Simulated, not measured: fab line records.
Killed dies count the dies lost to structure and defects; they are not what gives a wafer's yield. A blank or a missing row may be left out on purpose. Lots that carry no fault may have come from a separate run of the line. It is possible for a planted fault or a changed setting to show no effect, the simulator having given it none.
Chamber matching | flow n5 finfet | rie diel-02 running N5_BEOL_M9_STRIP_19: 4 sister chambers
The step strips in O2. 8 wafers are shown with their chamber, then 11 later ones without.

WAFERS, EACH WITH ITS CHAMBER
wafer  | chamber | showerhead plenum p Torr (Torr) | throttle valve pct (%)
L076.3 | 3       | 2.16                            | 16.81
L083.3 | 3       | 2.15                            | 16.84
L084.6 | 1       | 2.23                            | 16.44
L085.5 | 0       | 2.14                            | 16.86
L087.1 | 2       | 1.98                            | 16.66
L087.2 | 1       | 2.22                            | 16.49
L087.5 | 2       | 1.99                            | 16.65
L091.2 | 0       | 2.14                            | 16.39

WAFERS WITHOUT THEIR CHAMBER
wafer  | showerhead plenum p Torr (Torr) | throttle valve pct (%)
L091.3 | 1.98                            | 16.69
L091.6 | 1.98                            | 16.66
L095.2 | 1.98                            | 16.70
L095.3 | 2.15                            | 16.39
L095.5 | 1.98                            | 16.69
L093.3 | 2.21                            | 16.51
L093.5 | 2.14                            | 16.40
L093.6 | 2.15                            | 16.39
L097.1 | 2.21                            | 16.52
L097.4 | 1.98                            | 16.70
L097.6 | 2.14                            | 16.42

THE CHAMBER EACH PASSED THROUGH
wafer  | from the rows above     | in truth
L091.3 | 2                       | 2
L091.6 | 2                       | 2
L095.2 | 2                       | 2
L095.3 | can't be placed: 0 or 3 | 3
L095.5 | 2                       | 2
L093.3 | 1                       | 1
L093.5 | 0                       | 0
L093.6 | can't be placed: 0 or 3 | 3
L097.1 | 1                       | 1
L097.4 | 2                       | 2
L097.6 | 0                       | 0
Correctly placed: 9 of 11. Can't be placed from these rows: 2 (the true chamber is among the candidates in 2). 0 placed wrongly.
How it was worked out, from the rows above alone: a wafer's distance from a chamber is the root of the sum, over the readings, of the square of ((its reading less the chamber's mean) divided by the reading's scatter). If the next closest chamber is less than 2 further off than the closest, the wafer can't be placed; otherwise it belongs to the closest. The mean given for a chamber averages the wafers shown for that chamber. The scatter: take each reading less its chamber's mean, square it, sum over the shown wafers, divide by the number of wafers less the number of chambers, and take the root.
